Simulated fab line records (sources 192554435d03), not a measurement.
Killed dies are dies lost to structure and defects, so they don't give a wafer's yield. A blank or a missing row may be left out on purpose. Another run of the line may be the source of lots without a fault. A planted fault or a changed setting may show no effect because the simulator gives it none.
The tool behind it: which one? :: flow n5-finfet :: 66 wafers from 22 lots sampled at 3 of the route's 1938 steps

## WHAT THE GAUGES SHOWED, per wafer
N5_BEOL_M9_INSPECT_30: inspects for defects (brightfield).
lot: L076
measured: day 9 16:55
on: defect-inspect-02
raw-defect-count: 325 286 394

lot: L074
measured: day 10 03:47
on: defect-inspect-01
raw-defect-count: 570 497 483

lot: L075
measured: day 10 06:47
on: defect-inspect-01
raw-defect-count: 356 544 452

lot: L077
measured: day 11 00:31
on: defect-inspect-01
raw-defect-count: 536 582 551

lot: L078
measured: day 11 00:41
on: defect-inspect-01
raw-defect-count: 748 649 563

lot: L081
measured: day 11 05:59
on: defect-inspect-01
raw-defect-count: 494 275 493

lot: L079
measured: day 11 08:46
on: defect-inspect-01
raw-defect-count: 426 312 413

lot: L080
measured: day 11 09:50
on: defect-inspect-02
raw-defect-count: 412 436 396

lot: L082
measured: day 12 00:28
on: defect-inspect-02
raw-defect-count: 277 347 322

lot: L084
measured: day 12 09:57
on: defect-inspect-02
raw-defect-count: 632 386 447

lot: L083
measured: day 12 11:19
on: defect-inspect-02
raw-defect-count: 418 508 421

lot: L085
measured: day 12 12:22
on: defect-inspect-02
raw-defect-count: 288 361 383

lot: L086
measured: day 12 16:55
on: defect-inspect-02
raw-defect-count: 543 452 328

lot: L087
measured: day 13 00:13
on: defect-inspect-02
raw-defect-count: 549 502 424

lot: L088
measured: day 13 06:17
on: defect-inspect-02
raw-defect-count: 372 368 401

lot: L090
measured: day 13 09:36
on: defect-inspect-01
raw-defect-count: 390 513 464

lot: L091
measured: day 13 17:48
on: defect-inspect-02
raw-defect-count: 419 388 327

lot: L093
measured: day 14 14:48
on: defect-inspect-02
raw-defect-count: 390 315 382

lot: L092
measured: day 14 16:58
on: defect-inspect-02
raw-defect-count: 485 477 500

lot: L094
measured: day 15 00:07
on: defect-inspect-01
raw-defect-count: 428 374 395

lot: L095
measured: day 15 00:17
on: defect-inspect-01
raw-defect-count: 450 363 472

lot: L097
measured: day 15 05:57
on: defect-inspect-01
raw-defect-count: 294 400 336

N5_BEOL_M9_OCD_MEAS_38.
lot: L076
measured: day 9 17:41
on: ocd-02
trench-depth-nm (nm): 145 150 145

lot: L074
measured: day 10 04:18
on: ocd-02
trench-depth-nm (nm): 153 153 147

lot: L075
measured: day 10 07:17
on: ocd-01
trench-depth-nm (nm): 155 156 154

lot: L077
measured: day 11 01:01
on: ocd-02
trench-depth-nm (nm): 146 153 147

lot: L078
measured: day 11 01:23
on: ocd-02
trench-depth-nm (nm): 146 148 146

lot: L081
measured: day 11 06:29
on: ocd-01
trench-depth-nm (nm): 145 149 145

lot: L079
measured: day 11 09:15
on: ocd-02
trench-depth-nm (nm): 148 154 146

lot: L080
measured: day 11 10:22
on: ocd-01
trench-depth-nm (nm): 152 146 145

lot: L082
measured: day 12 00:57
on: ocd-01
trench-depth-nm (nm): 155 151 147

lot: L084
measured: day 12 10:27
on: ocd-01
trench-depth-nm (nm): 150 146 145

lot: L083
measured: day 12 11:49
on: ocd-02
trench-depth-nm (nm): 150 145 145

lot: L085
measured: day 12 13:03
on: ocd-02
trench-depth-nm (nm): 152 148 147

lot: L086
measured: day 12 17:24
on: ocd-01
trench-depth-nm (nm): 145 149 158

lot: L087
measured: day 13 00:42
on: ocd-01
trench-depth-nm (nm): 154 151 154

lot: L088
measured: day 13 06:53
on: ocd-01
trench-depth-nm (nm): 149 146 146

lot: L090
measured: day 13 10:14
on: ocd-02
trench-depth-nm (nm): 151 151 154

lot: L091
measured: day 13 18:17
on: ocd-02
trench-depth-nm (nm): 161 145 154

lot: L093
measured: day 14 15:17
on: ocd-02
trench-depth-nm (nm): 161 158 144

lot: L092
measured: day 14 17:27
on: ocd-01
trench-depth-nm (nm): 147 145 145

lot: L094
measured: day 15 00:36
on: ocd-02
trench-depth-nm (nm): 150 146 148

lot: L095
measured: day 15 01:02
on: ocd-02
trench-depth-nm (nm): 148 147 149

lot: L097
measured: day 15 06:26
on: ocd-01
trench-depth-nm (nm): 154 151 152

## WHAT TOOL EACH LOT RAN ON (gives the tool, then ch and the chambers of the sampled wafers, and finally the start)
lot: L076
N5_BEOL_M9_STRIP_80: rie-diel-03 ch 2,3, day 9 17:41 or earlier

lot: L074
N5_BEOL_M9_STRIP_80: rie-diel-02 ch 2, day 10 04:18 or earlier

lot: L075
N5_BEOL_M9_STRIP_80: rie-diel-01 ch 0,2, day 10 07:17 or earlier

lot: L077
N5_BEOL_M9_STRIP_80: rie-diel-02 ch 1,2, day 11 01:01 or earlier

lot: L078
N5_BEOL_M9_STRIP_80: rie-diel-03 ch 0,1, day 11 01:23 or earlier

lot: L081
N5_BEOL_M9_STRIP_80: rie-diel-03 ch 0,1,3, day 11 06:29 or earlier

lot: L079
N5_BEOL_M9_STRIP_80: rie-diel-03 ch 2,3, day 11 09:15 or earlier

lot: L080
N5_BEOL_M9_STRIP_80: rie-diel-03 ch 0,2,3, day 11 10:22 or earlier

lot: L082
N5_BEOL_M9_STRIP_80: rie-diel-02 ch 1,2,3, day 12 00:57 or earlier

lot: L084
N5_BEOL_M9_STRIP_80: rie-diel-03 ch 0,2,3, day 12 10:27 or earlier

lot: L083
N5_BEOL_M9_STRIP_80: rie-diel-02 ch 1,2, day 12 11:49 or earlier

lot: L085
N5_BEOL_M9_STRIP_80: rie-diel-03 ch 1,2,3, day 12 13:03 or earlier

lot: L086
N5_BEOL_M9_STRIP_80: rie-diel-02 ch 0,1,2, day 12 17:24 or earlier

lot: L087
N5_BEOL_M9_STRIP_80: rie-diel-01 ch 2,3, day 13 00:42 or earlier

lot: L088
N5_BEOL_M9_STRIP_80: rie-diel-03 ch 1,3, day 13 06:53 or earlier

lot: L090
N5_BEOL_M9_STRIP_80: rie-diel-01 ch 0,3, day 13 10:14 or earlier

lot: L091
N5_BEOL_M9_STRIP_80: rie-diel-02 ch 0,1,3, day 13 18:17 or earlier

lot: L093
N5_BEOL_M9_STRIP_80: rie-diel-02 ch 0,1, day 14 15:17 or earlier

lot: L092
N5_BEOL_M9_STRIP_80: rie-diel-03 ch 0,3, day 14 17:27 or earlier

lot: L094
N5_BEOL_M9_STRIP_80: rie-diel-03 ch 1,2,3, day 15 00:36 or earlier

lot: L095
N5_BEOL_M9_STRIP_80: rie-diel-03 ch 1,2,3, day 15 01:02 or earlier

lot: L097
N5_BEOL_M9_STRIP_80: rie-diel-01 ch 0,1,2, day 15 06:26 or earlier
- N5_BEOL_M9_STRIP_80: strips in N2/H2, time 10 s.

## AS READ BY THE TOOLS THEMSELVES (means over the sampled wafers that have a number; for cases with no such wafer, the mark the record gives instead)
N5_BEOL_M9_STRIP_80.
lot: L076
tool: rie-diel-03
chamber-pressure-mTorr (mTorr): 19.975
drypump-motor-current-A (A): 6.6
n2-flow-sccm (sccm): 199.7
oes-product-au (a.u.): 0.82
rf-vpp-V (V): 59.6
showerhead-plenum-p-Torr (Torr): 2.63
temp-c (C): 40.10
throttle-valve-pct (%): 23.4

lot: L074
tool: rie-diel-02
chamber-pressure-mTorr (mTorr): 20.006
drypump-motor-current-A (A): 6.0
n2-flow-sccm (sccm): 199.6
oes-product-au (a.u.): 0.74
rf-vpp-V (V): 58.9
showerhead-plenum-p-Torr (Torr): 2.64
temp-c (C): 40.01
throttle-valve-pct (%): 24.1

lot: L075
tool: rie-diel-01
chamber-pressure-mTorr (mTorr): 19.982
drypump-motor-current-A (A): 5.2
n2-flow-sccm (sccm): 200.6
oes-product-au (a.u.): 0.76
rf-vpp-V (V): 60.4
showerhead-plenum-p-Torr (Torr): 2.61
temp-c (C): 39.94
throttle-valve-pct (%): 23.9

lot: L077
tool: rie-diel-02
chamber-pressure-mTorr (mTorr): 19.976
drypump-motor-current-A (A): 5.8
n2-flow-sccm (sccm): 200.4
oes-product-au (a.u.): 0.71
rf-vpp-V (V): 59.6
showerhead-plenum-p-Torr (Torr): 2.48
temp-c (C): 40.05
throttle-valve-pct (%): 24.1

lot: L078
tool: rie-diel-03
chamber-pressure-mTorr (mTorr): 19.994
drypump-motor-current-A (A): 6.0
n2-flow-sccm (sccm): 199.9
oes-product-au (a.u.): 0.73
rf-vpp-V (V): 59.2
showerhead-plenum-p-Torr (Torr): 2.58
temp-c (C): 39.91
throttle-valve-pct (%): 23.4

lot: L081
tool: rie-diel-03
chamber-pressure-mTorr (mTorr): 19.999
drypump-motor-current-A (A): 6.1
n2-flow-sccm (sccm): 200.3
oes-product-au (a.u.): 0.77
rf-vpp-V (V): 58.8
showerhead-plenum-p-Torr (Torr): 2.60
temp-c (C): 39.87
throttle-valve-pct (%): 23.5

lot: L079
tool: rie-diel-03
chamber-pressure-mTorr (mTorr): 19.987
drypump-motor-current-A (A): 6.6
n2-flow-sccm (sccm): 200.1
oes-product-au (a.u.): 0.82
rf-vpp-V (V): 58.5
showerhead-plenum-p-Torr (Torr): 2.62
temp-c (C): 39.98
throttle-valve-pct (%): 23.4

lot: L080
tool: rie-diel-03
chamber-pressure-mTorr (mTorr): 19.994
drypump-motor-current-A (A): 6.4
n2-flow-sccm (sccm): 199.8
oes-product-au (a.u.): 0.77
rf-vpp-V (V): 58.4
showerhead-plenum-p-Torr (Torr): 2.60
temp-c (C): 40.06
throttle-valve-pct (%): 23.3

lot: L082
tool: rie-diel-02
chamber-pressure-mTorr (mTorr): 20.012
drypump-motor-current-A (A): 5.8
n2-flow-sccm (sccm): 200.0
oes-product-au (a.u.): 0.70
rf-vpp-V (V): 58.8
showerhead-plenum-p-Torr (Torr): 2.51
temp-c (C): 39.99
throttle-valve-pct (%): 24.2

lot: L084
tool: rie-diel-03
chamber-pressure-mTorr (mTorr): 20.011
drypump-motor-current-A (A): 6.4
n2-flow-sccm (sccm): 199.5
oes-product-au (a.u.): 0.77
rf-vpp-V (V): 59.3
showerhead-plenum-p-Torr (Torr): 2.60
temp-c (C): 40.07
throttle-valve-pct (%): 23.3

lot: L083
tool: rie-diel-02
chamber-pressure-mTorr (mTorr): 19.984
drypump-motor-current-A (A): 5.8
n2-flow-sccm (sccm): 200.6
oes-product-au (a.u.): 0.70
rf-vpp-V (V): 59.3
showerhead-plenum-p-Torr (Torr): 2.48
temp-c (C): 40.09
throttle-valve-pct (%): 24.1

lot: L085
tool: rie-diel-03
chamber-pressure-mTorr (mTorr): 20.007
drypump-motor-current-A (A): 6.2
n2-flow-sccm (sccm): 200.6
oes-product-au (a.u.): 0.76
rf-vpp-V (V): 58.3
showerhead-plenum-p-Torr (Torr): 2.56
temp-c (C): 39.96
throttle-valve-pct (%): 23.6

lot: L086
tool: rie-diel-02
chamber-pressure-mTorr (mTorr): 19.999
drypump-motor-current-A (A): 5.9
n2-flow-sccm (sccm): 199.9
oes-product-au (a.u.): 0.78
rf-vpp-V (V): 58.1
showerhead-plenum-p-Torr (Torr): 2.55
temp-c (C): 40.17
throttle-valve-pct (%): 23.9

lot: L087
tool: rie-diel-01
chamber-pressure-mTorr (mTorr): 20.012
drypump-motor-current-A (A): 5.7
n2-flow-sccm (sccm): 200.2
oes-product-au (a.u.): 0.87
rf-vpp-V (V): 59.8
showerhead-plenum-p-Torr (Torr): 2.54
temp-c (C): 39.97
throttle-valve-pct (%): 24.1

lot: L088
tool: rie-diel-03
chamber-pressure-mTorr (mTorr): 20.007
drypump-motor-current-A (A): 6.3
n2-flow-sccm (sccm): 199.8
oes-product-au (a.u.): 0.80
rf-vpp-V (V): 59.4
showerhead-plenum-p-Torr (Torr): 2.61
temp-c (C): 40.07
throttle-valve-pct (%): 23.6

lot: L090
tool: rie-diel-01
chamber-pressure-mTorr (mTorr): 20.009
drypump-motor-current-A (A): 5.5
n2-flow-sccm (sccm): 199.7
oes-product-au (a.u.): 0.79
rf-vpp-V (V): 59.0
showerhead-plenum-p-Torr (Torr): 2.58
temp-c (C): 39.94
throttle-valve-pct (%): 23.4

lot: L091
tool: rie-diel-02
chamber-pressure-mTorr (mTorr): 19.984
drypump-motor-current-A (A): 5.8
n2-flow-sccm (sccm): 199.8
oes-product-au (a.u.): 0.75
rf-vpp-V (V): 59.4
showerhead-plenum-p-Torr (Torr): 2.50
temp-c (C): 40.02
throttle-valve-pct (%): 24.0

lot: L093
tool: rie-diel-02
chamber-pressure-mTorr (mTorr): 20.004
drypump-motor-current-A (A): 5.9
n2-flow-sccm (sccm): 199.5
oes-product-au (a.u.): 0.81
rf-vpp-V (V): 58.7
showerhead-plenum-p-Torr (Torr): 2.53
temp-c (C): 39.98
throttle-valve-pct (%): 23.7

lot: L092
tool: rie-diel-03
chamber-pressure-mTorr (mTorr): 20.006
drypump-motor-current-A (A): 6.3
n2-flow-sccm (sccm): 200.8
oes-product-au (a.u.): 0.75
rf-vpp-V (V): 58.6
showerhead-plenum-p-Torr (Torr): 2.63
temp-c (C): 40.11
throttle-valve-pct (%): 23.3

lot: L094
tool: rie-diel-03
chamber-pressure-mTorr (mTorr): 20.003
drypump-motor-current-A (A): 6.2
n2-flow-sccm (sccm): 200.5
oes-product-au (a.u.): 0.74
rf-vpp-V (V): 59.4
showerhead-plenum-p-Torr (Torr): 2.55
temp-c (C): 40.07
throttle-valve-pct (%): 23.6

lot: L095
tool: rie-diel-03
chamber-pressure-mTorr (mTorr): 20.006
drypump-motor-current-A (A): 6.2
n2-flow-sccm (sccm): 199.8
oes-product-au (a.u.): 0.74
rf-vpp-V (V): 58.9
showerhead-plenum-p-Torr (Torr): 2.55
temp-c (C): 40.00
throttle-valve-pct (%): 23.6

lot: L097
tool: rie-diel-01
chamber-pressure-mTorr (mTorr): 20.010
drypump-motor-current-A (A): 5.4
n2-flow-sccm (sccm): 200.1
oes-product-au (a.u.): 0.78
rf-vpp-V (V): 59.7
showerhead-plenum-p-Torr (Torr): 2.55
temp-c (C): 40.01
throttle-valve-pct (%): 23.9

## THE ANSWER, worked out from the rows above alone
Rule: the usual values come from the lots themselves. Put in order of their means at a reading, lots are off if they are a third of the lots or fewer, leave a main group of 4 or more, and stand apart from it by a gap of 3 or more times the standard deviation of the main group's means; of several such gaps the widest counts. A main group is skipped when, at the precision printed for the reading in the tables above, its means are all equal. A lot without any number at a reading at which 4 lots or more have one is off too. Where the step has rows for the other lots, those lots are counted as sound. The gauges are gone through in route order, then the tools' own readings, and for those a lot's mean is taken as printed above. The first step at which some lot is off is used, and at that step the reading that is off furthest; a lot without a number counts as furthest.
None of the lots is off at any reading shown; this tells nothing.

## WHAT THE SIMULATOR HAD INSERTED
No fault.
